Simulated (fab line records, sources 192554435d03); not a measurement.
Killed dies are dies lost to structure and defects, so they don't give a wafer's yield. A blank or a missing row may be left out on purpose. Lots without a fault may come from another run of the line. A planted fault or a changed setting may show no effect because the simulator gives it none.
Split-lot experiment | flow n5_finfet | 7 lots, 39 wafers read, on a route of 1938 steps

THE SPLIT
At N5_PMOS_HMC_CHANNEL_EPI_HM_DEP_34 (deposits SiO2 from TEOS/O2, target thk 36 nm, time 6.9 s), the setting time_s was moved away from the recipe's 6.9 s on 15 of the 39 wafers read, by -59.3% to +22.6%. The other wafers ran this setting at the recipe's value.

The reading is taken at the split's own step.

THE READING
SiO2_of_PMOS_HMC_CHANNEL_EPI_HM_DEP_34.thk_nm (the simulator's own value, which no gauge read), in nm, at N5_PMOS_HMC_CHANNEL_EPI_HM_DEP_34 (deposits SiO2 from TEOS/O2, target thk 36 nm, time 6.9 s). The file gives no usual value for it. The 24 wafers here that ran the recipe average 36.48 nm, standard deviation 0.7 nm.

wafer  | tool, chamber at the split | time_s as run, s | against the recipe | SiO2_of_PMOS_HMC_CHANNEL_EPI_HM_DEP_34.thk_nm, nm | against lot-mates on the recipe
L079.1 | pecvd-01, 1                | 6.9              | recipe             | 35.8                                              | -
L079.2 | pecvd-01, 2                | 6.9              | recipe             | 37.27                                             | -
L079.3 | pecvd-01, 0                | 3.071            | -55.5%             | 16.67                                             | -19.89
L079.4 | pecvd-01, 1                | 3.071            | -55.5%             | 16.37                                             | -20.19
L079.5 | pecvd-01, 0                | 6.9              | recipe             | 36.61                                             | -
L079.6 | pecvd-01, 2                | 3.071            | -55.5%             | 17.88                                             | -18.68
L080.1 | pecvd-01, 1                | 6.9              | recipe             | 36.19                                             | -
L080.2 | pecvd-01, 0                | 8.049            | +16.7%             | 41.71                                             | +5.33
L080.3 | pecvd-01, 2                | 8.049            | +16.7%             | 42.45                                             | +6.07
L080.4 | pecvd-01, 0                | 8.049            | +16.7%             | 42.32                                             | +5.94
L080.5 | pecvd-01, 1                | 6.9              | recipe             | 36.04                                             | -
L080.6 | pecvd-01, 2                | 6.9              | recipe             | 36.9                                              | -
L087.2 | pecvd-02, 1                | 6.9              | recipe             | 36.25                                             | -
L087.3 | pecvd-02, 2                | 6.9              | recipe             | 36.22                                             | -
L087.5 | pecvd-02, 2                | 6.9              | recipe             | 37.18                                             | -
L089.1 | pecvd-02, 1                | 6.9              | recipe             | 35.05                                             | -
L089.2 | pecvd-02, 2                | 8.457            | +22.6%             | 43.06                                             | +7.54
L089.3 | pecvd-02, 2                | 8.457            | +22.6%             | 44.17                                             | +8.65
L089.4 | pecvd-02, 1                | 6.9              | recipe             | 35.63                                             | -
L089.5 | pecvd-02, 2                | 8.457            | +22.6%             | 43.86                                             | +8.34
L089.6 | pecvd-02, 1                | 6.9              | recipe             | 35.88                                             | -
L092.1 | pecvd-01, 1                | 5.402            | -21.7%             | 29.29                                             | -8.03
L092.2 | pecvd-01, 0                | 5.402            | -21.7%             | 29.22                                             | -8.10
L092.3 | pecvd-01, 2                | 6.9              | recipe             | 37.11                                             | -
L092.4 | pecvd-01, 0                | 6.9              | recipe             | 37.22                                             | -
L092.5 | pecvd-01, 2                | 6.9              | recipe             | 37.64                                             | -
L092.6 | pecvd-01, 1                | 5.402            | -21.7%             | 29.82                                             | -7.50
L096.1 | pecvd-01, 2                | 6.9              | recipe             | 36.79                                             | -
L096.2 | pecvd-01, 1                | 6.9              | recipe             | 36.37                                             | -
L096.3 | pecvd-01, 0                | 6.9              | recipe             | 36.62                                             | -
L096.4 | pecvd-01, 1                | 6.9              | recipe             | 36.83                                             | -
L096.5 | pecvd-01, 2                | 6.9              | recipe             | 37.59                                             | -
L096.6 | pecvd-01, 0                | 6.9              | recipe             | 36.76                                             | -
L097.1 | pecvd-04, 2                | 2.809            | -59.3%             | 14.31                                             | -21.52
L097.2 | pecvd-04, 1                | 2.809            | -59.3%             | 15.45                                             | -20.38
L097.3 | pecvd-04, 0                | 6.9              | recipe             | 34.95                                             | -
L097.4 | pecvd-04, 0                | 2.809            | -59.3%             | 14.58                                             | -21.25
L097.5 | pecvd-04, 2                | 6.9              | recipe             | 35.89                                             | -
L097.6 | pecvd-04, 1                | 6.9              | recipe             | 36.66                                             | -

THE FIT
A straight line over all 39 wafers: SiO2_of_PMOS_HMC_CHANNEL_EPI_HM_DEP_34.thk_nm changes by +0.353 nm for each +1% of time_s; r = +1.00; the points scatter about the line by 0.73 nm.
The same after taking each lot's own level away (the mean of its wafers on the recipe; 39 wafers): +0.355 nm for each +1%; r = +1.00; scatter 0.48 nm.
On that fit, the largest move of time_s shifts the reading by 21 nm.
The lots' own levels span 35.520 to 37.323 nm, that is 2.6 times the standard deviation above.
So the lot-to-lot level changes the slope little: the two slopes agree.
Check: with one of the wafers moved furthest among these (-59.3%) left out of the fit, the line predicts -21 nm for it against its lot-mates. It came out at -21.5 nm against them.

THE FILE'S OWN FIT
SiO2_of_PMOS_HMC_CHANNEL_EPI_HM_DEP_34.thk_nm changes by +0.355 nm for each +1% of time_s, r = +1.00.
